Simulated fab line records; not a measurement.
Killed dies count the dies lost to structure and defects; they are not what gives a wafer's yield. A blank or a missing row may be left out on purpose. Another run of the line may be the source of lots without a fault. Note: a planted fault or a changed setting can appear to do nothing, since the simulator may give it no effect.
fab line records | flow nandHarc
[record] lots = 6 | wafers = 18 | lastDay = 23
route steps=1159 shown A_CONTACT@852 END@1159
lots with no fault: from the same line, run without faults
startH: the number of hours between the record's first day and the start of the first shown wafer of the lot | waitH: how many hours have passed since the lot's step before this one | " same as the row above | L1.1+2: a row that stands for several wafers | - no value present, or no start provided | * or withheld: withheld | < > ~ a bound
route shown NAME@n: NAME is a module with steps in the file, n the number in the route of the first one | usual: average and standard deviation across the fault-free wafers | same: alike in all rows | chamber/n: place in a boat | sites: each site's reading | _std_site: how widely they spread, as a standard deviation | _edge_site: outer sites' mean less inner sites' | radiusMm: for every site, how far away it sits from the centre of the wafer | mask NAME#n: copy n | behind: the most recent tool/chamber to have shaped the wafer | hold: what put the lot on hold/how long, in hours/how the hold closed | device: the transistor (n, p or np) that didn't switch | end of line: the route-end tests of the same wafers | a step given without rows: its recipe and nothing more | killed: not the wafer's yield, but the dies lost to structure and defects at the first sort | map: a wafer's dies, marking killed ones x, the rest . and places with no die _
set.NAME: the setting the step ran with; set.NAME@STEP: the setting that earlier step ran with | model.NAME: the simulator's own value behind a step, which no gauge read
lots at some steps of the route; a table a step, a row a wafer
services: a tool's chamber out of use, with start hour (startH, from the record's first day; less than 0 if before it), hours out, and reason
[[steps]]
[step NHARC_A_CONTACT_PEB_40]
[recipe] pebTempC = 100 | pebTimeS = 65
[step NHARC_A_CONTACT_DEVELOP_41]
[recipe] developTimeS = 35 | devTempC = 23
[step NHARC_A_CONTACT_CD_MEAS_42]
[recipe] targetCdNm = 200 | landingEnergyEv = 500
[usual] cdNm = 199.7/0.49
lot.wafer | tool     | chamber | startH | waitH | cdNm
L466.3    | cdSem-03 | 0       | 383.41 | -     | 199.7
L466.4    | "        | 0       | "      | "     | 199.6
L466.6    | "        | 0       | "      | "     | 199.8
L468.2    | cdSem-03 | 0       | 390.26 | -     | 200.2
L468.3    | "        | 0       | "      | "     | 199.6
L468.6    | "        | 0       | "      | "     | 200.2
L471.3    | cdSem-02 | 0       | 401.65 | -     | 199.4
L471.5    | "        | 0       | "      | "     | 199.9
L471.6    | "        | 0       | "      | "     | 199.8
L479.2    | cdSem-03 | 0       | 468.57 | -     | 199.4
L479.3    | "        | 0       | "      | "     | 199.0
L479.5    | "        | 0       | "      | "     | 199.2
L481.1    | cdSem-03 | 0       | 474.94 | -     | 199.4
L481.2    | "        | 0       | "      | "     | 199.5
L481.3    | "        | 0       | "      | "     | 199.3
L483.2    | cdSem-01 | 0       | 480.91 | -     | 199.8
L483.4    | "        | 0       | "      | "     | 199.5
L483.6    | "        | 0       | "      | "     | 199.6
[step NHARC_A_CONTACT_OVL_MEAS_43]
[usual] overlayXNm = 0.0/1.2 | overlayYNm = 0.1/0.82
lot.wafer | tool       | chamber | startH | waitH | overlayXNm | overlayYNm
L466.3    | overlay-01 | -       | 383.49 | -     | -0.8       | -0.4
L466.4    | "          | -       | "      | "     | -0.9       | -1.0
L466.6    | "          | -       | "      | "     | -1.0       | -0.6
L468.2    | overlay-02 | -       | 390.36 | -     | 1.6        | 0.0
L468.3    | "          | -       | "      | "     | 2.6        | -0.5
L468.6    | "          | -       | "      | "     | 1.7        | 0.0
L471.3    | overlay-01 | -       | 401.74 | -     | 0.0        | 1.0
L471.5    | "          | -       | "      | "     | 0.5        | 0.7
L471.6    | "          | -       | "      | "     | -0.1       | 0.9
L479.2    | overlay-01 | -       | 468.66 | -     | 1.0        | 0.5
L479.3    | "          | -       | "      | "     | 1.1        | 0.7
L479.5    | "          | -       | "      | "     | 1.2        | 0.6
L481.1    | overlay-02 | -       | 475.03 | -     | -2.1       | 0.9
L481.2    | "          | -       | "      | "     | -2.4       | 1.3
L481.3    | "          | -       | "      | "     | -2.0       | 0.9
L483.2    | overlay-02 | -       | 481.00 | -     | 0.4        | 0.7
L483.4    | "          | -       | "      | "     | 1.0        | 0.0
L483.6    | "          | -       | "      | "     | 1.0        | 0.6
[step NHARC_A_CONTACT_INSPECT_44]
[usual] rawDefectCount = 27/14
lot.wafer | tool             | chamber | startH | waitH | rawDefectCount
L466.3    | defectInspect-02 | -       | 383.53 | 0.0   | 4
L466.4    | "                | -       | "      | "     | 8
L466.6    | "                | -       | "      | "     | 11
L468.2    | defectInspect-02 | -       | 390.39 | 0.0   | 25
L468.3    | "                | -       | "      | "     | 32
L468.6    | "                | -       | "      | "     | 43
L471.3    | defectInspect-01 | -       | 401.77 | 0.0   | 22
L471.5    | "                | -       | "      | "     | 31
L471.6    | "                | -       | "      | "     | 25
L479.2    | defectInspect-01 | -       | 468.70 | 0.0   | 41
L479.3    | "                | -       | "      | "     | 42
L479.5    | "                | -       | "      | "     | 34
L481.1    | defectInspect-01 | -       | 475.07 | 0.0   | 38
L481.2    | "                | -       | "      | "     | 38
L481.3    | "                | -       | "      | "     | 42
L483.2    | defectInspect-01 | -       | 481.03 | 0.0   | 41
L483.4    | "                | -       | "      | "     | 54
L483.6    | "                | -       | "      | "     | 43
[step NHARC_A_CONTACT_DESCUM_47]
[recipe] timeS = 3 | o2FlowSccm = 200 | arFlowSccm = 0 | biasPowerW = 0 | chemistry = O2
[usual] drypumpMotorCurrentA = 5.8/0.44 | oesProductAu = 1.001/0.011 | rfVppV = 57.7/0.79 | showerheadPlenumPTorr = 1.90/0.068 | throttleValvePct = 11.310/0.0089
lot.wafer | tool       | chamber | startH | waitH | drypumpMotorCurrentA | oesProductAu | rfHoursCounterH | rfVppV | showerheadPlenumPTorr | throttleValvePct
L466.3    | rieDiel-06 | 1       | 383.62 | 0.1   | 5.7                  | 0.997        | 51              | 59.0   | 1.89                  | 11.311
L466.4    | "          | 0       | "      | "     | 6.2                  | 1.009        | 55              | 57.7   | 1.94                  | 11.302
L466.6    | "          | 1       | "      | "     | 5.7                  | 1.008        | -               | 59.2   | 1.89                  | 11.303
L468.2    | rieDiel-03 | 1       | 390.45 | 0.1   | 5.7                  | 0.980        | 30              | 57.0   | 1.81                  | 11.321
L468.3    | "          | 2       | "      | "     | 5.6                  | 0.998        | 32              | 57.6   | 2.04                  | 11.322
L468.6    | "          | 2       | "      | "     | 5.5                  | 0.988        | -               | 58.2   | 2.04                  | 11.312
L471.3    | rieDiel-03 | 0       | 401.92 | 0.1   | 6.5                  | 1.000        | 0               | 56.5   | 1.87                  | 11.304
L471.5    | "          | 1       | "      | "     | 5.7                  | 1.012        | -               | 56.4   | 1.81                  | 11.300
L471.6    | "          | 2       | "      | "     | 5.6                  | 1.008        | -               | 58.8   | 2.04                  | 11.298
L479.2    | rieDiel-03 | 2       | 468.77 | 0.1   | 5.6                  | 0.989        | 12              | 57.9   | 2.03                  | 11.312
L479.3    | "          | 3       | "      | "     | 5.7                  | 1.003        | 10              | 58.0   | 1.92                  | 11.317
L479.5    | "          | 2       | "      | "     | 5.6                  | 1.003        | -               | 58.3   | 2.03                  | 11.306
L481.3    | rieDiel-03 | 3       | 475.13 | 0.1   | 5.8                  | 1.001        | 11              | 57.8   | 1.92                  | 11.325
L481.1    | "          | 1       | "      | "     | 5.7                  | 1.001        | 12              | 56.0   | 1.81                  | 11.315
L481.2    | "          | 2       | "      | "     | 5.6                  | 1.010        | 12              | 58.0   | 2.03                  | 11.303
L483.2    | rieDiel-03 | 0       | 481.09 | 0.1   | 6.4                  | 0.999        | 12              | 56.9   | 1.87                  | 11.304
L483.4    | "          | 2       | "      | "     | 5.6                  | 0.998        | 14              | 58.6   | 2.03                  | 11.316
L483.6    | "          | 0       | "      | "     | 6.4                  | 0.997        | -               | 57.0   | 1.87                  | 11.308
[step NHARC_A_CONTACT_ETCH_48]
[recipe] targetDepthA = 390 | overEtchFrac = 0.3 | timeS = 65 | ionEnergyEv = 80 | cf4FlowSccm = 150 | arFlowSccm = 0 | rfW = 300 | biasW = 100 | chemistry = CF4
[usual] drypumpMotorCurrentA = 5.8/0.43 | oesProductAu = 0.999/0.01 | rfVppV = 151.2/0.94 | showerheadPlenumPTorr = 1.76/0.058 | throttleValvePct = 13.283/0.0089
[same] overEtchFrac = 0.3
lot.wafer | tool       | chamber | startH | waitH | drypumpMotorCurrentA | oesProductAu | rfHoursCounterH | rfVppV | showerheadPlenumPTorr | throttleValvePct
L466.3    | rieDiel-06 | 2       | 383.71 | 0.1   | 5.4                  | 1.007        | 50              | 150.7  | 1.71                  | 13.276
L466.4    | "          | 3       | "      | "     | 6.1                  | 0.999        | 55              | 152.1  | 1.79                  | 13.289
L466.6    | "          | 0       | "      | "     | 6.2                  | 1.004        | -               | 152.4  | 1.79                  | 13.293
L468.3    | rieDiel-03 | 3       | 390.59 | 0.1   | 5.7                  | 1.003        | 31              | 151.7  | 1.78                  | 13.276
L468.2    | "          | 1       | "      | "     | 5.7                  | 0.988        | 30              | 149.2  | 1.68                  | 13.281
L468.6    | "          | 2       | "      | "     | 5.6                  | 0.999        | -               | 153.4  | 1.88                  | 13.279
L471.3    | rieDiel-03 | 2       | 402.01 | 0.1   | 5.6                  | 1.003        | 0               | 151.6  | 1.88                  | 13.278
L471.5    | "          | 0       | "      | "     | 6.4                  | 1.003        | -               | 150.6  | 1.73                  | 13.275
L471.6    | "          | 2       | "      | "     | 5.6                  | 1.001        | -               | 151.7  | 1.88                  | 13.292
L479.3    | rieDiel-03 | 2       | 468.84 | 0.1   | 5.6                  | 1.008        | 12              | 152.9  | 1.87                  | 13.284
L479.2    | "          | 3       | "      | "     | 5.8                  | 0.986        | 10              | 150.6  | 1.78                  | 13.301
L479.5    | "          | 2       | "      | "     | 5.6                  | 0.997        | -               | 152.9  | 1.87                  | 13.297
L481.1    | rieDiel-03 | 3       | 475.21 | 0.1   | 5.8                  | 0.991        | 11              | 151.9  | 1.78                  | 13.281
L481.3    | "          | 1       | "      | "     | 5.7                  | 1.004        | 12              | 150.9  | 1.68                  | 13.286
L481.2    | "          | 2       | "      | "     | 5.6                  | 0.999        | 12              | 153.1  | 1.87                  | 13.289
L483.4    | rieDiel-03 | 3       | 481.32 | 0.2   | 5.8                  | 0.998        | 12              | 151.2  | 1.78                  | 13.295
L483.2    | "          | 0       | "      | "     | 6.4                  | 1.002        | 12              | 149.9  | 1.73                  | 13.285
L483.6    | "          | 1       | "      | "     | 5.7                  | 1.002        | -               | 150.4  | 1.68                  | 13.285
[step NHARC_A_CONTACT_ETCH_49]
[recipe] targetDepthA = 2600 | overEtchFrac = 0.3 | timeS = 475.3 | ionEnergyEv = 200 | n2FlowSccm = 150 | h2FlowSccm = 150 | arFlowSccm = 0 | rfW = 400 | biasW = 150 | chemistry = N2/H2
[step NHARC_A_CONTACT_ETCH_50]
[recipe] targetDepthA = 847 | timeS = 42.4 | cf4FlowSccm = 100 | chf3FlowSccm = 30 | arFlowSccm = 0 | rfW = 500 | biasW = 200 | chemistry = CF4/CHF3
[step NHARC_A_CONTACT_ETCH_51]
[recipe] targetDepthA = 36000 | overEtchFrac = 0.3 | timeS = 936 | ionEnergyEv = 150 | o2FlowSccm = 400 | cosFlowSccm = 20 | arFlowSccm = 0 | rfW = 500 | biasW = 300 | chemistry = O2/COS
[step NHARC_A_CONTACT_ETCH_111]
[recipe] sourceW = withheld | pressureMtorr = 20 | biasV = withheld | timeS = 140 | targetDepthA = 7000 | arFlowSccm = withheld | c4f8FlowSccm = withheld | o2FlowSccm = withheld | chemistry = C4F8/O2/Ar
[step NHARC_A_CONTACT_ETCH_112]
[recipe] sourceW = withheld | pressureMtorr = 20 | biasV = 3000 | timeS = 94 | targetDepthA = 9220 | arFlowSccm = withheld | c4f8FlowSccm = withheld | o2FlowSccm = withheld | chemistry = C4F8/O2/Ar
[step NHARC_A_CONTACT_ETCH_113]
[recipe] sourceW = withheld | pressureMtorr = 20 | biasV = 3000 | timeS = 94 | targetDepthA = 9220 | arFlowSccm = withheld | c4f8FlowSccm = withheld | o2FlowSccm = withheld | chemistry = C4F8/O2/Ar
lot.wafer | tool          | chamber | startH | waitH | rfHoursCounterH
L466.4    | harCapEtch-02 | 1       | 385.29 | 0.1   | -
L466.3    | "             | 0       | "      | "     | -
L466.6    | "             | 1       | "      | "     | -
L468.2    | harCapEtch-01 | 0       | 392.16 | 0.1   | 58
L468.3    | "             | 0       | "      | "     | -
L468.6    | "             | 1       | "      | "     | -
L471.3    | harCapEtch-03 | 1       | 403.81 | 0.1   | -
L471.5    | "             | 0       | "      | "     | -
L471.6    | "             | 1       | "      | "     | -
L479.2    | harCapEtch-02 | 0       | 470.34 | 0.1   | 25
L479.3    | "             | 1       | "      | "     | -
L479.5    | "             | 1       | "      | "     | -
L481.2    | harCapEtch-02 | 1       | 476.68 | 0.1   | 26
L481.1    | "             | 0       | "      | "     | 26
L481.3    | "             | 0       | "      | "     | -
L483.2    | harCapEtch-01 | 0       | 482.77 | 0.1   | 74
L483.4    | "             | 1       | "      | "     | -
L483.6    | "             | 1       | "      | "     | -
[step NHARC_A_CONTACT_ETCH_114]
[recipe] sourceW = withheld | pressureMtorr = 20 | biasV = 3000 | timeS = 94 | targetDepthA = 9220 | arFlowSccm = withheld | c4f8FlowSccm = withheld | o2FlowSccm = withheld | chemistry = C4F8/O2/Ar
[step NHARC_A_CONTACT_ETCH_115]
[recipe] sourceW = withheld | pressureMtorr = 20 | biasV = 3000 | timeS = 94 | targetDepthA = 9220 | arFlowSccm = withheld | c4f8FlowSccm = withheld | o2FlowSccm = withheld | chemistry = C4F8/O2/Ar
lot.wafer | tool          | chamber | startH | waitH | rfHoursCounterH
L466.4    | harCapEtch-02 | 1       | 385.47 | 0.1   | -
L466.3    | "             | 0       | "      | "     | -
L466.6    | "             | 1       | "      | "     | -
L468.2    | harCapEtch-01 | 0       | 392.35 | 0.1   | 58
L468.3    | "             | 0       | "      | "     | -
L468.6    | "             | 1       | "      | "     | -
L471.3    | harCapEtch-03 | 1       | 403.99 | 0.1   | -
L471.5    | "             | 0       | "      | "     | -
L471.6    | "             | 1       | "      | "     | -
L479.2    | harCapEtch-02 | 0       | 470.52 | 0.1   | 25
L479.3    | "             | 1       | "      | "     | -
L479.5    | "             | 1       | "      | "     | -
L481.2    | harCapEtch-02 | 1       | 476.86 | 0.1   | 26
L481.1    | "             | 0       | "      | "     | 26
L481.3    | "             | 0       | "      | "     | -
L483.2    | harCapEtch-01 | 0       | 482.95 | 0.1   | 74
L483.4    | "             | 1       | "      | "     | -
L483.6    | "             | 1       | "      | "     | -
[step NHARC_A_CONTACT_ETCH_116]
[recipe] sourceW = withheld | pressureMtorr = 20 | biasV = 3000 | timeS = 94 | targetDepthA = 9220 | arFlowSccm = withheld | c4f8FlowSccm = withheld | o2FlowSccm = withheld | chemistry = C4F8/O2/Ar
[step NHARC_A_CONTACT_ETCH_117]
[recipe] sourceW = withheld | pressureMtorr = 20 | biasV = 3000 | timeS = 94 | targetDepthA = 9220 | arFlowSccm = withheld | c4f8FlowSccm = withheld | o2FlowSccm = withheld | chemistry = C4F8/O2/Ar
lot.wafer | tool          | chamber | startH | waitH | rfHoursCounterH
L466.4    | harCapEtch-02 | 1       | 385.65 | 0.1   | -
L466.3    | "             | 0       | "      | "     | -
L466.6    | "             | 1       | "      | "     | -
L468.2    | harCapEtch-01 | 0       | 392.53 | 0.1   | 58
L468.3    | "             | 0       | "      | "     | -
L468.6    | "             | 1       | "      | "     | -
L471.3    | harCapEtch-03 | 1       | 404.17 | 0.1   | -
L471.5    | "             | 0       | "      | "     | -
L471.6    | "             | 1       | "      | "     | -
L479.2    | harCapEtch-02 | 0       | 470.70 | 0.1   | 25
L479.3    | "             | 1       | "      | "     | -
L479.5    | "             | 1       | "      | "     | -
L481.2    | harCapEtch-02 | 1       | 477.04 | 0.1   | 26
L481.1    | "             | 0       | "      | "     | 26
L481.3    | "             | 0       | "      | "     | -
L483.2    | harCapEtch-01 | 0       | 483.13 | 0.1   | 74
L483.4    | "             | 1       | "      | "     | -
L483.6    | "             | 1       | "      | "     | -
[step NHARC_A_CONTACT_ETCH_118]
[recipe] sourceW = withheld | pressureMtorr = 20 | biasV = 3000 | timeS = 94 | targetDepthA = 9220 | arFlowSccm = withheld | c4f8FlowSccm = withheld | o2FlowSccm = withheld | chemistry = C4F8/O2/Ar
[step NHARC_A_CONTACT_ETCH_119]
[recipe] sourceW = withheld | pressureMtorr = 20 | biasV = 3000 | timeS = 94 | targetDepthA = 9220 | arFlowSccm = withheld | c4f8FlowSccm = withheld | o2FlowSccm = withheld | chemistry = C4F8/O2/Ar
[step NHARC_A_CONTACT_ETCH_120]
[recipe] sourceW = withheld | pressureMtorr = 20 | biasV = 3000 | timeS = 94 | targetDepthA = 9220 | arFlowSccm = withheld | c4f8FlowSccm = withheld | o2FlowSccm = withheld | chemistry = C4F8/O2/Ar
[step NHARC_A_CONTACT_ETCH_121]
[recipe] sourceW = withheld | pressureMtorr = 20 | biasV = 3000 | timeS = 94 | targetDepthA = 9220 | arFlowSccm = withheld | c4f8FlowSccm = withheld | o2FlowSccm = withheld | chemistry = C4F8/O2/Ar
[step NHARC_A_CONTACT_ETCH_122]
[recipe] sourceW = withheld | pressureMtorr = 20 | biasV = 3000 | timeS = 95 | targetDepthA = 9300 | arFlowSccm = withheld | c4f8FlowSccm = withheld | o2FlowSccm = withheld | chemistry = C4F8/O2/Ar
lot.wafer | tool          | chamber | startH | waitH | rfHoursCounterH
L466.4    | harCapEtch-02 | 1       | 386.11 | 0.1   | -
L466.3    | "             | 0       | "      | "     | -
L466.6    | "             | 1       | "      | "     | -
L468.2    | harCapEtch-01 | 0       | 392.98 | 0.1   | 58
L468.3    | "             | 0       | "      | "     | -
L468.6    | "             | 1       | "      | "     | -
L471.3    | harCapEtch-03 | 1       | 404.62 | 0.1   | -
L471.5    | "             | 0       | "      | "     | -
L471.6    | "             | 1       | "      | "     | -
L479.2    | harCapEtch-02 | 0       | 471.15 | 0.1   | 25
L479.3    | "             | 1       | "      | "     | -
L479.5    | "             | 1       | "      | "     | -
L481.2    | harCapEtch-02 | 1       | 477.49 | 0.1   | 27
L481.1    | "             | 0       | "      | "     | 27
L481.3    | "             | 0       | "      | "     | -
L483.2    | harCapEtch-01 | 0       | 483.59 | 0.1   | 74
L483.4    | "             | 1       | "      | "     | -
L483.6    | "             | 1       | "      | "     | -
[step NHARC_A_CONTACT_ETCH_123]
[recipe] sourceW = withheld | pressureMtorr = 20 | biasV = 400 | timeS = 253 | targetDepthA = 10900 | arFlowSccm = withheld | c4f8FlowSccm = 11.5 | o2FlowSccm = 7.2 | chemistry = C4F8/O2/Ar
[step NHARC_A_CONTACT_ETCH_90]
[recipe] targetDepthA = 400 | overEtchFrac = 0.5 | timeS = 85.7 | ionEnergyEv = 120 | ch3fFlowSccm = 50 | o2FlowSccm = 30 | arFlowSccm = 200 | rfW = 500 | biasW = 100 | chemistry = CH3F/O2
[step NHARC_A_CONTACT_ETCH_96]
[recipe] targetDepthA = 200 | overEtchFrac = 0.5 | timeS = 10 | ionEnergyEv = 250 | c4f6FlowSccm = 25 | o2FlowSccm = 20 | arFlowSccm = 500 | rfW = 600 | biasW = 500 | chemistry = C4F6/O2
[step NHARC_A_CONTACT_CD_MEAS_53]
[usual] cdNm = 189.7/0.82
lot.wafer | tool     | chamber | startH | waitH | cdNm
L466.3    | cdSem-02 | -       | 387.05 | -     | 189.1
L466.4    | "        | -       | "      | "     | 188.9
L466.6    | "        | -       | "      | "     | 188.8
L468.2    | cdSem-03 | -       | 393.88 | -     | 189.6
L468.3    | "        | -       | "      | "     | 190.0
L468.6    | "        | -       | "      | "     | 190.0
L471.3    | cdSem-01 | -       | 405.49 | -     | 190.1
L471.5    | "        | -       | "      | "     | 190.4
L471.6    | "        | -       | "      | "     | 190.2
L479.2    | cdSem-01 | -       | 472.06 | -     | 190.0
L479.3    | "        | -       | "      | "     | 190.8
L479.5    | "        | -       | "      | "     | 189.1
L481.1    | cdSem-02 | -       | 478.60 | -     | 190.1
L481.2    | "        | -       | "      | "     | 190.1
L481.3    | "        | -       | "      | "     | 189.5
L483.2    | cdSem-01 | -       | 484.51 | -     | 189.0
L483.4    | "        | -       | "      | "     | 189.2
L483.6    | "        | -       | "      | "     | 190.2
[step NHARC_A_CONTACT_STRIP_99]
[recipe] n2FlowSccm = 150 | h2FlowSccm = 150 | arFlowSccm = 0 | biasW = 0 | chemistry = N2/H2
[step NHARC_A_CONTACT_STRIP_100]
[recipe] cf4FlowSccm = 100 | chf3FlowSccm = 30 | arFlowSccm = 0 | biasW = 0 | chemistry = CF4/CHF3
[step NHARC_A_CONTACT_STRIP_101]
[recipe] o2FlowSccm = 400 | cosFlowSccm = 20 | arFlowSccm = 0 | biasW = 0 | chemistry = O2/COS
[step NHARC_A_CONTACT_ETCH_102]
[recipe] targetDepthA = 700 | overetchA = 70 | timeS = 38.5 | ionEnergyEv = 100 | cf4FlowSccm = 80 | o2FlowSccm = 20 | arFlowSccm = 0 | rfW = 300 | biasW = 100 | chemistry = CF4/O2
[step NHARC_A_CONTACT_STRIP_55]
[recipe] o2FlowSccm = 500 | arFlowSccm = 0 | biasW = 0 | chemistry = O2
[step NHARC_A_CONTACT_STRIP_56]
[recipe] timeS = 600 | tempC = 30 | chemistry = postEtchResidueRemover
[step NHARC_A_CONTACT_DEP_57]
[recipe] targetThkA = 28000 | tempC = 400 | material = aC
[step NHARC_A_CONTACT_DEP_58]
[recipe] targetThkA = 600 | targetThkNm = 60 | tempC = 400 | pressureTorr = 3.5 | flowSccm = 200 | rfW = 350 | material = SiON
[step NHARC_A_CONTACT_DEHYDRATE_59]
[recipe] tempC = 150 | timeS = 120
[step NHARC_A_CONTACT_HMDS_60]
[recipe] timeS = 30
[step NHARC_A_CONTACT_COAT_61]
[recipe] tempC = 260 | timeS = 75
[step NHARC_A_CONTACT_COAT_62]
[recipe] tempC = 225 | timeS = 65
[step NHARC_A_CONTACT_COAT_63]
[recipe] spinRpm = 1500 | resistThkNm = 90
[step NHARC_A_CONTACT_SOFTBAKE_64]
[recipe] tempC = 105 | timeS = 55
[step NHARC_A_CONTACT_EBR_65]
[step NHARC_A_CONTACT_EXPOSE_66]
[recipe] na = 1.35 | sigmaOuter = 0.8 | doseMj = 59.02 | maskId = A_CC_2
[step NHARC_END_SORT_01]
[recipe] tempC = 25
[usual] killedAtArray = 29/11 | killedAtOther = 0.5/0.8 | killedAtPeriphery = 3.5/2.8 | killedDies = 33/12 | killedOpen = 3.1/1.8 | killedShort = 1.8/1.4
[same] grossDies = 677
lot.wafer | tool      | chamber | startH | waitH | killedAtArray | killedAtOther | killedAtPeriphery | killedDies | killedOpen | killedShort
L481.1    | prober-01 | 0       | 550.46 | 2.5   | 126           | 0             | 2                 | 128        | 3          | 1
L481.2    | prober-01 | 0       | 551.26 | 2.8   | 106           | 0             | 6                 | 112        | 1          | 2
L481.3    | prober-01 | 0       | 552.07 | 3.1   | 139           | 0             | 5                 | 144        | 0          | 2
L479.2    | prober-02 | 0       | 551.22 | 2.8   | 137           | 0             | 0                 | 137        | 5          | 0
L479.3    | prober-02 | 0       | 552.02 | 3.1   | 93            | 0             | 2                 | 95         | 4          | 2
L479.5    | prober-02 | 0       | 553.62 | 3.7   | 89            | 0             | 1                 | 90         | 3          | 2
// killed by level:class
L481.1 A_CONTACT:unspecified=97 A_CHANNEL_HOLE_D1:chamberFilmFlake=18 A_STAIRCASE:chamberFilmFlake=3 A_SLIT:chamberFilmFlake=2 A_M0:chamberFilmFlake=2 P_GATE:geometricParticle:open=1 A_ONON_D1:geometricParticle:open=1 A_CONTACT:geometricParticle:short=1
L479.2 A_CONTACT:unspecified=99 A_SLIT:chamberFilmFlake=17 A_CHANNEL_HOLE_D1:chamberFilmFlake=8 A_BLC:geometricParticle:open=2 A_M0:geometricParticle:open=2 A_ZERO_WELL:chamberFilmFlake=2 A_CHANNEL_FILL_D1:chamberFilmFlake=2 A_STAIRCASE:chamberFilmFlake=2
L481.2 A_CONTACT:unspecified=66 A_CHANNEL_HOLE_D1:chamberFilmFlake=24 A_STAIRCASE:chamberFilmFlake=8 P_ZERO_WELL:chamberFilmFlake=3 A_CONTACT:chamberFilmFlake=3 A_M0:chamberFilmFlake=3 P_ZERO_WELL:geometricParticle:open=1 A_ONON_D1:geometricParticle:short=1
L479.3 A_CONTACT:unspecified=58 A_SLIT:chamberFilmFlake=18 A_CHANNEL_HOLE_D1:chamberFilmFlake=4 A_STAIRCASE:chamberFilmFlake=4 A_CHANNEL_FILL_D1:chamberFilmFlake=2 P_GATE:geometricParticle:open=1 P_M0:geometricParticle:open=1 A_CHANNEL_FILL_D1:geometricParticle:short=1
L481.3 A_CONTACT:unspecified=96 A_CHANNEL_HOLE_D1:chamberFilmFlake=24 A_STAIRCASE:chamberFilmFlake=9 A_M0:chamberFilmFlake=4 A_CONTACT:chamberFilmFlake=3 P_CONTACT:geometricParticle:short=1 A_WL_FILL:geometricParticle:short=1 P_ZERO_WELL:chamberFilmFlake=1
L479.5 A_CONTACT:unspecified=55 A_SLIT:chamberFilmFlake=16 A_CHANNEL_HOLE_D1:chamberFilmFlake=5 A_STAIRCASE:chamberFilmFlake=3 A_CONTACT:geometricParticle:open=2 A_CHANNEL_FILL_D1:chamberFilmFlake=2 A_CONTACT:chamberFilmFlake=2 A_CHANNEL_HOLE_D1:geometricParticle:short=1
// map L479.2 (x killed, . not)
____________.____________
_________......._________
_______..........._______
______.............______
_____..............._____
____.................____
____.................____
___.......x...........___
___.........xx........___
__...........xx........__
__.........xxxxxx......__
_.......x.xxxxxx.x.x...._
_.......xxxxxxxxx......._
_.......xxxxxxxx.x......_
_........xxxxxxxx.x....._
_......x.xxxxxxxxx......_
........xxxxxxxxx........
.........xxxxxxxxx.......
.........xxxxxxx.x.......
....x.....xxxxxxxx..x....
.........xxxxxxx.........
_............xx.x......._
_......x.....x.........._
_.............x.x......._
_.....x................._
_.......x.x.....x......._
__.......x.............__
__.....xx..............__
___....x..............___
___....x.x............___
____...xxxx..........____
____...x.xx.x........____
_____.xxxxx.x......._____
______.xx..xx......______
_______x.....x...._______
_________......._________
____________.____________
// map L481.3 (x killed, . not)
____________.____________
_________......._________
_______..........._______
______.............______
_____..............._____
____..............x..____
____.x.x.............____
___.x.x...x...x.......___
___.xxxx....x.....x...___
__xx.xxx....x..........__
__..xxxx..xxxxx........__
_x..x..x.xxxxxxxx......._
_x..x.x...xxxxxxx.x....._
_.....x...xxxxxxxx......_
_.....x..xxxxxxxxx......_
_x......xxxxxxxxxxx....._
........xxxxxxxxxx.......
........xxxxxxxxx.x......
........xxxxxxxxx......x.
..........xxxxxxxx.....xx
.x........xxxxxx.x.....xx
_...x......xxxxxx.x....._
_......................._
_....x.................._
_..............x........_
_......................._
__.........x...........__
__.......x.............__
___................x..___
___...................___
____.................____
____.................____
_____..............._____
______.............______
_______..........._______
_________......._________
____________.____________
[[services]]
tool          | chamber | startH | hours | kind
rieDiel-03    | 0       | 371.62 | -     | clean
rieDiel-03    | 1       | 371.62 | -     | clean
rieDiel-03    | 2       | 371.62 | -     | clean
rieDiel-03    | 3       | 371.62 | -     | clean
rieDiel-03    | -       | 392.30 | 9.0   | pm
rieDiel-03    | 0       | 392.30 | 9.0   | ventCycle
rieDiel-03    | 1       | 392.30 | 9.0   | ventCycle
rieDiel-03    | 2       | 392.30 | 9.0   | ventCycle
rieDiel-03    | 3       | 392.30 | 9.0   | ventCycle
harCapEtch-02 | -       | 401.11 | 1.1   | repair
rieDiel-03    | 0       | 401.30 | -     | clean
rieDiel-03    | 1       | 401.30 | -     | clean
rieDiel-03    | 1       | 401.30 | -     | consumableReplace:focusRing
rieDiel-03    | 2       | 401.30 | -     | clean
rieDiel-03    | 3       | 401.30 | -     | clean
rieDiel-03    | 3       | 401.32 | 3.5   | repair
rieDiel-06    | -       | 418.74 | 9.0   | pm
rieDiel-03    | 0       | 425.80 | -     | clean
rieDiel-03    | 1       | 425.80 | -     | clean
rieDiel-03    | 2       | 425.80 | -     | clean
rieDiel-03    | 3       | 425.80 | -     | clean
rieDiel-03    | 0       | 431.07 | 6.7   | repair
rieDiel-03    | 0       | 450.30 | -     | clean
harCapEtch-02 | -       | 465.26 | 1.0   | repair
[[key]]
[firstSign] step = NHARC_END_SORT_01 | reading = killedAtArray | direction = up | sigmas = 7.6 | usual = 29 | struck = 115
[effect] step = NHARC_END_SORT_01 | reading = killedDies | direction = up | sigmas = 7.1 | usual = 33 | struck = 118
[moreKillsBornAt] NHARC_A_CONTACT_ETCH_113@harCapEtch-02 = 471
metAt NHARC_A_CONTACT_ETCH_113
struckWafers L479.2,L479.3,L479.5,L481.1,L481.2,L481.3
testerLeftOut L479,L481
onsetBetween 385.29 470.34
alsoFits NHARC_A_CONTACT_ETCH_115:harCapEtch-02,NHARC_A_CONTACT_ETCH_117:harCapEtch-02,NHARC_A_CONTACT_ETCH_122:harCapEtch-02
[fault] kind = chamberParticleSource | tool = harCapEtch-02 | chamber = - | onsetH = 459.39 | steps = NHARC_A_CONTACT_ETCH_113 | ratePerVisitCm2 = 1.6635 | endH = 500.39
// testerLeftOut: of these lots the tester's yield and bins aren't shown, on N5 and GAA mostly nor the transistor test; their killed dies are dies lost to structure and defects alone, not to doping, threshold or leakage, so they don't give the yield
